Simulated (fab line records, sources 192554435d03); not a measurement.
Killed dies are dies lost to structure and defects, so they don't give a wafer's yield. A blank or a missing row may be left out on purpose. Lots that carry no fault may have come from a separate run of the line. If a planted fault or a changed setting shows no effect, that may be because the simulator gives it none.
fab line records	flow n5-finfet	part 1 of 2: steps 1 to 14 of 25
[record] lots = 5	wafers = 15	last-day = 16
route steps=1938 shown BEOL_M0_CUTY@709 BEOL_M0@715
lots with no fault: from the same line, run without faults
start-h: start of the lot's first displayed wafer, in hours after the record's first day	wait-h: hours elapsed since this lot's preceding step	" repeats the value in the row above	L1.1+2: a single row standing in for several wafers	- no value, or no start was given	* or withheld: withheld	< > ~ a bound
route shown NAME@n: NAME is a module with steps in the file, n the number in the route of the first one	usual: the fault-free wafers' mean and standard deviation	same: alike in all rows	chamber/n: place in a boat	sites: the reading at each site	_std_site: how widely they spread, as a standard deviation	_edge_site: inner sites' mean taken away from outer sites' mean	radius-mm: how far each site lies from the wafer's centre	mask NAME#n: copy n	behind: the tool/chamber that last shaped the wafer	hold: the reason the lot was held/the length of the hold in hours/how it ended	device: the n, p or np transistor that did not switch	end of line: tests run on the same wafers once the route is complete	for a step that has no rows: nothing shown but its recipe	killed: at the first sort, the dies lost to defects and structure; wafer yield is something else	map: per-die view of a wafer (x killed, . not killed, _ where there is no die)
set.NAME: the setting as run; set.NAME@STEP: as run at that earlier step	model.NAME: the simulator's own value behind a step, which no gauge read
certain route steps with their lots: each step a table, each wafer a row
services: the hour from which a tool's chamber was out of use, counted from the record's first day as start-h (under 0 if before that day), plus the number of hours and why
[[steps]]
[step N5_BEOL_M0_CUTY_OVL_MEAS_58]
[recipe] points-per-wafer = 44
[usual] M0_ABLK_OVL = 0.1/0.72
lot.wafer	tool	chamber	start-h	wait-h	M0_ABLK_OVL[nm]
L076.1	overlay-01	0	129.00	0.0	1.9
L076.2	"	0	"	"	0.8
L076.5	"	0	"	"	2.2
L081.1	overlay-02	0	158.57	0.0	-0.2
L081.5	"	0	"	"	-0.5
L081.6	"	0	"	"	-0.9
L085.1	overlay-02	0	183.31	0.0	0.5
L085.2	"	0	"	"	0.2
L085.4	"	0	"	"	1.4
L087.3	overlay-01	0	193.62	0.0	1.0
L087.4	"	0	"	"	-0.3
L087.6	"	0	"	"	0.1
L089.3	overlay-01	0	206.29	0.0	-0.8
L089.4	"	0	"	"	-0.2
L089.5	"	0	"	"	-1.3
[step N5_BEOL_M0_CUTY_INSPECT_59]
[recipe] mode = adi	inspect-instrument = macro
[usual] raw-defect-count = 2.0/1.4
lot.wafer	tool	chamber	start-h	wait-h	raw-defect-count
L076.1	defect-inspect-01	-	129.02	0.0	4
L076.2	"	-	"	"	1
L076.5	"	-	"	"	1
L081.1	defect-inspect-02	-	158.59	0.0	7
L081.5	"	-	"	"	2
L081.6	"	-	"	"	3
L085.1	defect-inspect-02	-	183.33	0.0	4
L085.2	"	-	"	"	1
L085.4	"	-	"	"	1
L087.3	defect-inspect-02	-	193.65	0.0	0
L087.4	"	-	"	"	1
L087.6	"	-	"	"	3
L089.3	defect-inspect-01	-	206.31	0.0	3
L089.4	"	-	"	"	0
L089.5	"	-	"	"	4
[step N5_BEOL_M0_CUTY_DESCUM_61]
[recipe] chemistry = O2	time-s = 7.9	source-power-w = 50	bias-power-w = 20	pressure-mtorr = 20	rf-frequency-hz = 2.712e+07	temp-c = 40	resist = CAR-ArF-block	o2-flow-sccm = 225
[usual] drypump-motor-current-A = 5.9/0.36	oes-product-au = 0.83/0.09	rf-vpp-V = 243.4/1.3	showerhead-plenum-p-Torr = 2.13/0.067	throttle-valve-pct = 20.50/0.23
lot.wafer	tool	chamber	start-h	wait-h	drypump-motor-current-A	oes-product-au	rf-hours-counter-h	rf-vpp-V	showerhead-plenum-p-Torr	throttle-valve-pct
L076.1	rie-diel-01	0	129.24	0.2	6.0	0.89	31	245.0	2.23	20.35
L076.2	"	1	"	"	6.1	0.70	234	242.0	2.08	20.71
L076.5	"	1	"	"	6.1	0.70	-	241.3	2.08	20.70
L081.1	rie-diel-06	3	158.62	0.0	5.4	0.69	197	244.2	2.07	20.72
L081.5	"	3	"	"	5.4	0.69	-	241.9	2.07	20.72
L081.6	"	0	"	"	6.2	0.91	-	242.4	2.05	20.58
L085.1	rie-diel-02	2	183.36	0.0	6.2	0.88	45	242.8	2.13	20.10
L085.2	"	3	"	"	5.5	0.89	21	242.3	2.16	20.16
L085.4	"	1	"	"	5.5	0.72	209	243.6	2.16	20.82
L087.3	rie-diel-06	3	193.68	0.0	5.4	0.68	210	242.3	2.06	20.73
L087.4	"	0	"	"	6.2	0.87	33	242.1	2.05	20.62
L087.6	"	0	"	"	6.2	0.88	-	242.4	2.05	20.63
L089.3	rie-diel-02	1	206.34	0.0	5.5	0.72	217	245.5	2.16	20.82
L089.4	"	2	"	"	6.2	0.88	53	243.9	2.13	20.10
L089.5	"	1	"	"	5.5	0.72	-	243.1	2.16	20.81
[step N5_BEOL_M0_CUTY_ETCH_62]
[recipe] chemistry = CF4	target = SiARC	mask-material = CAR-ArF-block	time-s = 58.5	ion-energy-ev = 80	pressure-mtorr = 40	source-w = 545	bias-w = 36	Ar_flow_sccm = 100	cf4-flow-sccm = 100	ends = cleared
[usual] drypump-motor-current-A = 5.9/0.36	etch-rf-on-time-s = 58.5/1.2	mfc-ar-sccm = 100.01/0.3	oes-product-au = 0.71/0.077	rf-vpp-V = 184.4/1.2	showerhead-plenum-p-Torr = 2.17/0.062	throttle-valve-pct = 15.59/0.27
lot.wafer	tool	chamber	start-h	wait-h	drypump-motor-current-A	etch-rf-on-time-s	mfc-ar-sccm	oes-product-au	rf-hours-counter-h	rf-vpp-V	showerhead-plenum-p-Torr	throttle-valve-pct
L076.1	rie-diel-01	0	129.28	0.0	6.0	56.5	99.53	0.77	31	185.9	2.26	15.43
L076.2	"	1	"	"	6.1	59.4	99.75	0.60	234	183.3	2.10	15.75
L076.5	"	1	"	"	6.0	59.6	99.86	0.59	-	183.0	2.10	15.77
L081.1	rie-diel-06	3	158.66	0.0	5.4	59.1	99.72	0.59	197	183.1	2.13	15.96
L081.5	"	3	"	"	5.4	59.0	99.77	0.60	-	183.8	2.13	15.95
L081.6	"	0	"	"	6.2	56.4	99.23	0.78	-	184.5	2.10	15.63
L085.1	rie-diel-02	2	183.40	0.0	6.2	58.5	99.97	0.75	45	183.4	2.16	15.13
L085.2	"	3	"	"	5.5	59.2	99.46	0.75	21	186.1	2.19	15.14
L085.4	"	1	"	"	5.5	59.4	100.20	0.62	209	186.7	2.22	16.07
L087.3	rie-diel-06	3	193.72	0.0	5.4	58.9	100.47	0.58	210	183.4	2.12	15.99
L087.4	"	0	"	"	6.2	56.3	99.91	0.76	33	182.4	2.10	15.66
L087.6	"	0	"	"	6.2	56.6	99.96	0.76	-	184.0	2.10	15.65
L089.3	rie-diel-02	1	206.38	0.0	5.5	59.3	100.34	0.61	217	184.7	2.22	16.09
L089.4	"	2	"	"	6.2	58.8	99.76	0.74	53	185.4	2.16	15.14
L089.5	"	1	"	"	5.5	58.9	99.64	0.61	-	184.7	2.22	16.08
[step N5_BEOL_M0_CUTY_ETCH_63]
[recipe] chemistry = N2/H2	target = SOC	target-depth-a = 827	overetch-a = 165	mask-material = SiARC	temp-c = 40	ion-energy-ev = 200	time-s = 124	pressure-mtorr = 30	source-w = 840	bias-w = 150	n2-flow-sccm = 200	h2-flow-sccm = 200
[usual] drypump-motor-current-A = 5.9/0.36	oes-product-au = 0.68/0.07	rf-vpp-V = 524.8/2.1	showerhead-plenum-p-Torr = 2.57/0.073	throttle-valve-pct = 17.83/0.21
lot.wafer	tool	chamber	start-h	wait-h	drypump-motor-current-A	oes-product-au	rf-hours-counter-h	rf-vpp-V	showerhead-plenum-p-Torr	throttle-valve-pct
L076.1	rie-diel-01	0	129.32	0.0	6.0	0.72	31	529.6	2.71	17.73
L076.2	"	1	"	"	6.1	0.58	234	522.7	2.51	18.08
L076.5	"	1	"	"	6.0	0.58	-	523.5	2.51	18.08
L081.1	rie-diel-06	3	158.71	0.0	5.4	0.58	197	523.5	2.51	18.15
L081.5	"	3	"	"	5.4	0.57	-	522.2	2.51	18.14
L081.6	"	0	"	"	6.2	0.74	-	519.5	2.49	18.01
L085.1	rie-diel-02	2	183.45	0.0	6.2	0.72	45	525.0	2.58	17.34
L085.2	"	3	"	"	5.5	0.73	21	525.1	2.61	17.48
L085.4	"	1	"	"	5.5	0.59	209	526.6	2.60	17.95
L087.3	rie-diel-06	3	193.76	0.0	5.4	0.57	210	522.4	2.51	18.15
L087.4	"	0	"	"	6.2	0.71	33	522.2	2.48	18.07
L087.6	"	0	"	"	6.2	0.72	-	523.3	2.48	18.04
L089.3	rie-diel-02	1	206.43	0.0	5.5	0.59	217	526.0	2.60	17.96
L089.4	"	2	"	"	6.2	0.72	53	523.6	2.58	17.37
L089.5	"	1	"	"	5.5	0.59	-	525.9	2.59	17.98
[step N5_BEOL_M0_CUTY_STRIP_64]
[recipe] chemistry = N2/H2	temp-c = 40	n2-flow-sccm = 200	h2-flow-sccm = 200	rf-frequency-hz = 6e+07
lot.wafer	tool	chamber	start-h	wait-h
L076.1+2+5	rie-diel-01	0,1,1	129.44	0.1
L081.1+5+6	rie-diel-06	3,3,0	158.82	0.1
L085.1+2+4	rie-diel-02	2,3,1	183.56	0.1
L087.3+4+6	rie-diel-06	3,0,0	193.88	0.1
L089.3+4+5	rie-diel-02	1,2,1	206.54	0.1
[step N5_BEOL_M0_ETCH_138]
[recipe] chemistry = CH3F/O2	target-depth-a = 120	target = SiCN	time-s = 31.6	ion-energy-ev = 120	pressure-mtorr = 30	source-w = 395	bias-w = 75	Ar_flow_sccm = 150	CH3F_flow_sccm = 30	O2_flow_sccm = 20	ends = cleared
[usual] drypump-motor-current-A = 5.9/0.36	etch-rf-on-time-s = 29.1/0.93	mfc-ar-sccm = 150.1/0.43	oes-product-au = 0.71/0.076	rf-vpp-V = 297.9/1.4	showerhead-plenum-p-Torr = 2.03/0.059	throttle-valve-pct = 16.30/0.26
lot.wafer	tool	chamber	start-h	wait-h	drypump-motor-current-A	etch-rf-on-time-s	mfc-ar-sccm	oes-product-au	rf-hours-counter-h	rf-vpp-V	showerhead-plenum-p-Torr	throttle-valve-pct
L076.1	rie-diel-01	0	129.45	0.0	6.0	29.2	149.7	0.76	31	300.5	2.11	16.04
L076.2	"	1	"	"	6.1	29.1	149.8	0.61	234	296.8	1.97	16.49
L076.5	"	1	"	"	6.1	30.4	150.0	0.60	-	295.7	1.97	16.49
L081.1	rie-diel-06	3	158.83	0.0	5.3	28.7	149.6	0.60	197	298.4	1.98	16.62
L081.5	"	3	"	"	5.4	30.5	150.3	0.60	-	296.9	1.98	16.60
L081.6	"	0	"	"	6.2	27.3	150.0	0.80	-	296.7	1.96	16.35
L085.1	rie-diel-02	2	183.57	0.0	6.2	27.3	150.4	0.76	45	298.0	2.02	15.88
L085.2	"	3	"	"	5.5	29.4	150.1	0.74	21	297.2	2.05	15.87
L085.4	"	1	"	"	5.5	30.4	149.8	0.62	209	299.2	2.07	16.75
L087.3	rie-diel-06	3	193.89	0.0	5.4	30.4	150.6	0.58	210	296.1	1.98	16.65
L087.4	"	0	"	"	6.2	29.7	150.1	0.75	33	296.7	1.95	16.38
L087.6	"	0	"	"	6.2	29.6	150.9	0.76	-	295.9	1.96	16.37
L089.3	rie-diel-02	1	206.55	0.0	5.5	29.5	149.7	0.61	217	298.2	2.07	16.80
L089.4	"	2	"	"	6.2	29.6	149.7	0.74	53	298.1	2.02	15.89
L089.5	"	1	"	"	5.5	31.3	149.0	0.60	-	298.4	2.07	16.79
[step N5_BEOL_M0_HM_OPEN_105]
[recipe] chemistry = Cl2/BCl3	target-depth-a = 120	target = TiN	ion-energy-ev = 150	pressure-mtorr = 10	icp-w = 1000	bias-w = 126	Cl2_flow_sccm = 53.25	bcl3-flow-sccm = 21.75	Ar_flow_sccm = 25
[usual] bcl3-flow-sccm = 21.75/0.063	drypump-motor-current-A = 5.79/0.2	mfc-ar-sccm = 25.00/0.08	oes-product-au = 0.79/0.067	throttle-valve-pct = 21.93/0.26
lot.wafer	tool	chamber	start-h	wait-h	bcl3-flow-sccm	drypump-motor-current-A	mfc-ar-sccm	oes-product-au	rf-hours-counter-h	throttle-valve-pct
L076.1	rie-metal-02	0	131.54	2.0	21.72	5.63	25.01	0.81	25	21.81
L076.2	"	1	"	"	21.78	5.48	25.03	0.78	33	21.73
L076.5	"	0	"	"	21.88	5.64	25.03	0.81	-	21.78
L081.1	rie-metal-01	0	159.30	0.4	21.80	5.88	25.03	0.78	39	21.60
L081.5	"	1	"	"	21.62	5.79	24.97	0.79	-	22.27
L081.6	"	0	"	"	21.77	5.86	25.16	0.78	-	21.60
L085.1	rie-metal-02	1	186.39	2.8	21.83	5.48	24.89	0.76	39	21.79
L085.2	"	0	"	"	21.78	5.63	24.96	0.79	31	21.82
L085.4	"	0	"	"	21.74	5.63	25.06	0.79	-	21.80
L087.3	rie-metal-01	1	194.31	0.4	21.73	5.81	25.06	0.78	-	22.28
L087.4	"	0	"	"	21.77	5.82	25.03	0.77	-	21.61
L087.6	"	1	"	"	21.71	5.82	25.01	0.78	-	22.29
L089.3	rie-metal-01	1	206.94	0.3	21.79	5.79	24.94	0.77	-	22.28
L089.4	"	0	"	"	21.70	5.85	25.11	0.76	-	21.62
L089.5	"	0	"	"	21.70	5.84	25.09	0.77	-	21.61
[step N5_BEOL_M0_STRIP_140]
[recipe] chemistry = CF4	resist = SiARC	power-w = 300	bias-power-w = 75	pressure-mtorr = 50	cf4-flow-sccm = 150	rf-frequency-hz = 6e+07
[usual] drypump-motor-current-A = 5.8/0.34	oes-product-au = 0.81/0.082	rf-vpp-V = 271.9/1.7	showerhead-plenum-p-Torr = 1.83/0.054	throttle-valve-pct = 13.54/0.29
lot.wafer	tool	chamber	start-h	wait-h	drypump-motor-current-A	oes-product-au	rf-hours-counter-h	rf-vpp-V	showerhead-plenum-p-Torr	throttle-valve-pct
L076.1	rie-diel-01	3	131.73	0.1	5.3	0.91	10	272.3	1.92	13.58
L076.2	"	2	"	"	5.9	0.71	213	273.3	1.83	13.70
L076.5	"	2	"	"	5.9	0.71	-	271.8	1.83	13.69
L081.1	rie-diel-01	3	159.47	0.1	5.3	0.89	19	273.5	1.92	13.61
L081.5	"	2	"	"	5.9	0.70	-	273.3	1.83	13.73
L081.6	"	1	"	"	6.0	0.69	-	269.8	1.75	13.78
L085.1	rie-diel-06	3	186.96	0.5	5.4	0.67	208	269.5	1.78	13.94
L085.2	"	1	"	"	6.5	0.90	21	269.6	1.83	13.60
L085.4	"	2	"	"	5.7	0.86	45	269.6	1.75	13.39
L087.3	rie-diel-02	2	194.45	0.1	6.2	0.86	50	272.0	1.81	13.12
L087.4	"	0	"	"	6.0	0.83	66	272.2	1.80	13.30
L087.6	"	1	"	"	5.5	0.72	-	271.7	1.86	14.08
L089.3	rie-diel-01	3	207.31	0.3	5.3	0.85	36	270.9	1.91	13.63
L089.4	"	0	"	"	6.0	0.84	58	273.2	1.90	13.45
L089.5	"	2	"	"	5.9	0.69	-	272.4	1.82	13.74
[step N5_BEOL_M0_STRIP_104]
[recipe] chemistry = N2/H2	power-w = 450	temp-c = 40	pressure-mtorr = 20	rf-frequency-hz = 6e+07	overash-fraction = 0.3	bias-power-w = 7	h2-frac = 0.5	n2-flow-sccm = 200	h2-flow-sccm = 200
[usual] drypump-motor-current-A = 5.8/0.34	oes-product-au = 0.82/0.089	rf-vpp-V = 59.4/1.6	showerhead-plenum-p-Torr = 2.59/0.07	throttle-valve-pct = 23.63/0.26
lot.wafer	tool	chamber	start-h	wait-h	drypump-motor-current-A	oes-product-au	rf-hours-counter-h	rf-vpp-V	showerhead-plenum-p-Torr	throttle-valve-pct
L076.1	rie-diel-01	3	131.75	0.0	5.3	0.93	10	62.8	2.69	23.68
L076.2	"	2	"	"	6.0	0.72	213	57.7	2.60	23.49
L076.5	"	2	"	"	5.9	0.72	-	60.7	2.60	23.48
L081.1	rie-diel-01	3	159.49	0.0	5.3	0.91	19	57.8	2.68	23.70
L081.5	"	2	"	"	5.9	0.70	-	61.6	2.60	23.54
L081.6	"	1	"	"	6.0	0.69	-	59.4	2.50	23.94
L085.1	rie-diel-06	3	186.98	0.0	5.4	0.70	208	60.7	2.50	24.03
L085.2	"	1	"	"	6.6	0.91	21	57.9	2.59	23.70
L085.4	"	2	"	"	5.7	0.88	45	59.1	2.48	23.84
L087.3	rie-diel-02	2	194.47	0.0	6.2	0.88	50	60.1	2.57	23.07
L087.4	"	0	"	"	6.0	0.83	66	56.7	2.57	23.41
L087.6	"	1	"	"	5.5	0.72	-	55.9	2.59	23.51
L089.3	rie-diel-01	3	207.33	0.0	5.4	0.89	36	58.9	2.68	23.71
L089.4	"	0	"	"	6.0	0.87	58	59.1	2.69	23.66
L089.5	"	2	"	"	5.9	0.69	-	59.2	2.59	23.55
[step N5_BEOL_M0_WET_ETCH_106]
[recipe] chemistry = DHF	dilution = 10:1	temp-c = 25	target = SiO2	target-depth-a = 1300	dry = ipa-marangoni	rinse-time-s = 30	rinse-temp-c = 23
lot.wafer	tool	chamber	start-h	wait-h
L076.1+2+5	wet-bench-04	3,2,6	131.82	-
L081.1+5+6	wet-bench-04	3,5,2	159.55	-
L085.1+2+4	wet-bench-04	5,0,4	187.05	-
L087.3+4+6	wet-bench-01	6,1,2	194.54	-
L089.3+4+5	wet-bench-03	1,2,0	207.40	-
[step N5_BEOL_M0_ETCH_128]
[recipe] chemistry = CF4/N2	target-depth-a = 120	overetch-a = 51	target = SiCN	time-s = 21.4	ion-energy-ev = 150	pressure-mtorr = 40	source-w = 430	bias-w = 70	Ar_flow_sccm = 100	cf4-flow-sccm = 60	n2-flow-sccm = 60
[usual] drypump-motor-current-A = 5.9/0.39	mfc-ar-sccm = 99.96/0.3	oes-product-au = 0.57/0.063	rf-vpp-V = 382.8/1.8	showerhead-plenum-p-Torr = 2.23/0.065	throttle-valve-pct = 15.44/0.22
lot.wafer	tool	chamber	start-h	wait-h	drypump-motor-current-A	mfc-ar-sccm	oes-product-au	rf-hours-counter-h	rf-vpp-V	showerhead-plenum-p-Torr	throttle-valve-pct
L076.1	rie-diel-06	3	131.88	0.0	5.4	99.71	0.48	187	383.2	2.19	15.73
L076.2	"	2	"	"	5.7	99.95	0.63	26	381.2	2.16	15.22
L076.5	"	3	"	"	5.4	99.99	0.49	-	381.6	2.19	15.73
L081.1	rie-diel-06	0	159.61	0.0	6.2	100.25	0.62	19	380.6	2.16	15.44
L081.5	"	2	"	"	5.7	99.95	0.62	-	382.8	2.16	15.22
L081.6	"	1	"	"	6.5	100.18	0.64	-	384.1	2.25	15.46
L085.1	rie-diel-06	0	187.33	0.3	6.2	100.42	0.59	31	381.5	2.16	15.46
L085.2	"	1	"	"	6.5	100.43	0.61	21	385.0	2.25	15.48
L085.4	"	3	"	"	5.4	100.09	0.48	208	380.9	2.19	15.78
L087.3	rie-diel-06	1	194.93	0.4	6.5	99.60	0.63	24	381.2	2.24	15.47
L087.4	"	0	"	"	6.1	99.97	0.61	34	379.0	2.16	15.47
L087.6	"	1	"	"	6.5	99.69	0.63	-	383.0	2.24	15.45
L089.3	rie-diel-06	1	207.45	0.0	6.5	99.91	0.61	27	382.0	2.24	15.48
L089.4	"	0	"	"	6.2	99.89	0.60	37	381.7	2.16	15.47
L089.5	"	1	"	"	6.5	100.27	0.62	-	382.6	2.24	15.50
[step N5_BEOL_M0_TRENCH_ETCH_107]
[recipe] chemistry = C4F6/O2	target-depth-a = 328	target = SiOC	time-s = 16.4	ion-energy-ev = 250	pressure-mtorr = 30	source-w = 355	bias-w = 185	Ar_flow_sccm = 300	C4F6_flow_sccm = 10	O2_flow_sccm = 10
[usual] drypump-motor-current-A = 5.9/0.39	mfc-ar-sccm = 300.0/0.94	oes-product-au = 0.83/0.096	rf-vpp-V = 675/7.8	showerhead-plenum-p-Torr = 2.87/0.081	throttle-valve-pct = 20.91/0.22
lot.wafer	tool	chamber	start-h	wait-h	drypump-motor-current-A	mfc-ar-sccm	oes-product-au	rf-hours-counter-h	rf-vpp-V	showerhead-plenum-p-Torr	throttle-valve-pct
L076.1	rie-diel-06	3	131.92	0.0	5.4	298.5	0.70	187	681	2.83	21.15
L076.2	"	2	"	"	5.7	300.3	0.90	26	669	2.79	20.73
L076.5	"	3	"	"	5.4	300.2	0.70	-	680	2.83	21.18
L081.1	rie-diel-06	0	159.65	0.0	6.2	299.7	0.94	19	676	2.79	20.99
L081.5	"	2	"	"	5.7	300.5	0.90	-	669	2.79	20.73
L081.6	"	1	"	"	6.5	300.5	0.93	-	678	2.90	20.93
L085.1	rie-diel-06	0	187.38	0.0	6.2	299.9	0.89	31	677	2.78	21.00
L085.2	"	1	"	"	6.5	299.5	0.91	21	680	2.89	20.94
L085.4	"	3	"	"	5.4	299.5	0.68	208	680	2.82	21.22
L087.3	rie-diel-06	1	194.97	0.0	6.5	298.5	0.91	24	678	2.89	20.95
L087.4	"	0	"	"	6.2	300.5	0.88	34	676	2.78	21.00
L087.6	"	1	"	"	6.6	299.9	0.90	-	680	2.89	20.93
L089.3	rie-diel-06	1	207.50	0.0	6.5	299.1	0.90	27	682	2.89	20.95
L089.4	"	0	"	"	6.2	299.3	0.88	37	677	2.78	21.00
L089.5	"	1	"	"	6.5	299.4	0.90	-	679	2.89	20.96
[step N5_BEOL_M0_STRIP_142]
[recipe] chemistry = N2/H2	time-s = 10	power-w = 450	temp-c = 40	pressure-mtorr = 20	rf-frequency-hz = 6e+07	bias-power-w = 7	n2-flow-sccm = 200	h2-flow-sccm = 200
[usual] drypump-motor-current-A = 5.9/0.38	oes-product-au = 0.83/0.096	rf-vpp-V = 59.3/0.8	showerhead-plenum-p-Torr = 2.56/0.075	throttle-valve-pct = 23.76/0.25
lot.wafer	tool	chamber	start-h	wait-h	drypump-motor-current-A	oes-product-au	rf-hours-counter-h	rf-vpp-V	showerhead-plenum-p-Torr	throttle-valve-pct
L076.1	rie-diel-06	3	131.94	0.0	5.4	0.70	187	59.0	2.51	23.99
L076.2	"	2	"	"	5.7	0.90	26	58.3	2.49	23.80
L076.5	"	3	"	"	5.4	0.69	-	59.8	2.51	23.99
L081.1	rie-diel-06	0	159.68	0.0	6.2	0.92	19	58.3	2.48	24.15
L081.5	"	2	"	"	5.7	0.88	-	58.5	2.49	23.81
L081.6	"	1	"	"	6.5	0.95	-	60.1	2.59	23.67
L085.1	rie-diel-06	0	187.40	0.0	6.2	0.89	31	58.8	2.48	24.17
L085.2	"	1	"	"	6.5	0.92	21	59.2	2.59	23.71
L085.4	"	3	"	"	5.4	0.68	208	58.3	2.50	24.02
L087.3	rie-diel-06	1	194.99	0.0	6.6	0.92	24	60.0	2.59	23.70
L087.4	"	0	"	"	6.2	0.89	34	59.4	2.48	24.17
L087.6	"	1	"	"	6.6	0.92	-	59.7	2.59	23.68
L089.3	rie-diel-06	1	207.52	0.0	6.5	0.91	27	59.4	2.59	23.71
L089.4	"	0	"	"	6.2	0.87	37	58.5	2.48	24.16
L089.5	"	1	"	"	6.5	0.90	-	59.4	2.59	23.70
